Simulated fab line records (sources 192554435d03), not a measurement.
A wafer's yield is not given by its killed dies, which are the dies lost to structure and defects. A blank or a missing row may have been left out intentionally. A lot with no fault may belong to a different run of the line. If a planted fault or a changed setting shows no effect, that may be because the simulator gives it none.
Split-lot study    flow n5-finfet    route with 1938 steps; 7 lots, 21 wafers read

## ON THE SPLIT
At N5_PASSIVATION_PECVD_53 (deposits SiO2 from TEOS/O2, target thk 800 nm, time 169.4 s), the setting temp-c was moved away from the recipe's 400 C on 9 of the 21 wafers read, by -2.7% to +1.4%. The other wafers ran this setting at the recipe's value.

The reading is taken at the split's own step.

## THE READING
SiO2_of_PASSIVATION_PECVD_53.thk-nm (the simulator's own value, which no gauge read), in nm, at N5_PASSIVATION_PECVD_53 (deposits SiO2 from TEOS/O2, target thk 800 nm, time 169.4 s). No usual value for it is given in the file. Average 798.7 nm, standard deviation 7 nm, over the 12 wafers here run with the recipe.

wafer   tool, chamber at the split  temp-c as run, C  against the recipe  SiO2_of_PASSIVATION_PECVD_53.thk-nm, nm  against lot-mates on the recipe
L074.3  pecvd-01, 2                 400               recipe              791.4                                    -
L074.4  pecvd-01, 1                 400               recipe              800.4                                    -
L074.6  pecvd-01, 0                 400               recipe              807.8                                    -
L075.1  pecvd-02, 1                 405.5             +1.4%               764.6                                    -43.4
L075.3  pecvd-02, 0                 405.5             +1.4%               753                                      -55.0
L075.4  pecvd-02, 2                 400               recipe              808                                      -
L077.1  pecvd-01, 0                 389.4             -2.7%               851                                      +53.0
L077.3  pecvd-01, 1                 389.4             -2.7%               845                                      +47.0
L077.6  pecvd-01, 2                 400               recipe              798                                      -
L085.2  pecvd-01, 2                 400               recipe              802                                      -
L085.3  pecvd-01, 1                 400               recipe              793.6                                    -
L085.4  pecvd-01, 1                 400               recipe              805.4                                    -
L086.2  pecvd-01, 1                 405.7             +1.4%               748.8                                    -39.3
L086.3  pecvd-01, 0                 400               recipe              784.8                                    -
L086.5  pecvd-01, 0                 400               recipe              791.4                                    -
L089.1  pecvd-02, 2                 393.3             -1.7%               819.6                                    +15.2
L089.4  pecvd-02, 0                 400               recipe              804.4                                    -
L089.6  pecvd-02, 2                 393.3             -1.7%               833.8                                    +29.4
L093.1  pecvd-01, 1                 393               -1.7%               823                                      +25.4
L093.5  pecvd-01, 0                 400               recipe              797.6                                    -
L093.6  pecvd-01, 2                 393               -1.7%               844.4                                    +46.8

THE FIT
A straight line over all 21 wafers: SiO2_of_PASSIVATION_PECVD_53.thk-nm changes by -21.8 nm for each +1% of temp-c; r = -0.95; the points scatter about the line by 9.1 nm.
The same after taking each lot's own level away (the mean of its wafers on the recipe; 21 wafers): -22 nm for each +1%; r = -0.95; scatter 9.1 nm.
Per that fit: largest temp-c move, reading shift of 58 nm.
The lots' own levels span 788.10 to 808.00 nm, that is 2.8 times the standard deviation above.
Consequently the slope shifts little with the lot-to-lot level, the two slopes agreeing.
Check: with one of the wafers moved furthest among these (-2.7%) left out of the fit, the line predicts +53.8 nm for it against its lot-mates. Against them it came out at +53 nm.

## ADDITIONAL SPLITS CARRIED BY THESE WAFERS
Note: prior to the reading, these wafers also went through further splits. Each is held against what the fit with the lots' levels taken away leaves over:
other split on the same wafers  wafers away from the commonest value  r with SiO2_of_PASSIVATION_PECVD_53.thk-nm (lot level and that fit taken away)
N5_BEOL_M14_EXPOSE_07 dose-mj   6                                     +0.07
N5_BEOL_M15_SPUTTER_43 time-s   8                                     +0.32

## FILE'S OWN FIT
SiO2_of_PASSIVATION_PECVD_53.thk-nm changes by -21.2 nm for each +1% of temp-c, r = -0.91.
